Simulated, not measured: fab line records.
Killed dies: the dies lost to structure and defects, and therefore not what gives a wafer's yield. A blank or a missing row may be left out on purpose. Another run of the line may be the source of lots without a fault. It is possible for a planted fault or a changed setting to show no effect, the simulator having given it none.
Matching of chambers | flow nand-harc | NHARC_A_CONTACT_DESCUM_13 on rie-diel-03: 4 sister chambers
The step chemistry O2, time 3 s. 4 wafers are shown with their chamber, then 7 later ones without.

## WAFERS, EACH WITH ITS CHAMBER
wafer  | chamber | drypump-motor-current-A (A)
L633.6 | 2       | 6.0
L641.6 | 3       | 5.7
L642.4 | 0       | 6.0
L642.5 | 1       | 5.8

## WAFERS WHOSE CHAMBER IS MISSING
wafer  | drypump-motor-current-A (A)
L642.6 | 5.7
L643.2 | 6.1
L643.3 | 5.8
L643.6 | 5.8
L644.3 | 5.8
L644.4 | 6.0
L644.5 | 5.7

## THE CHAMBER EACH PASSED THROUGH
wafer  | from the rows above     | in truth
L642.6 | 3                       | 3
L643.2 | can't be placed: 0 or 2 | 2
L643.3 | 1                       | 1
L643.6 | 1                       | 1
L644.3 | 1                       | 1
L644.4 | can't be placed: 0 or 2 | 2
L644.5 | 3                       | 3
Placed correctly: 5 of 7. These rows do not allow placing 2 (true chamber among the candidates in 2). 0 placed wrongly.
How it was worked out, from the rows above alone: a wafer's distance from a chamber is the root of the sum, over the readings, of the square of ((its reading less the chamber's mean) divided by the reading's scatter). If the next closest chamber is less than 2 further off than the closest, the wafer can't be placed; otherwise it belongs to the closest. Each chamber's mean is taken over the wafers shown for it. The scatter: with one shown wafer a chamber, the root of the mean of the squares of how far each hidden wafer lies from its nearest shown one.
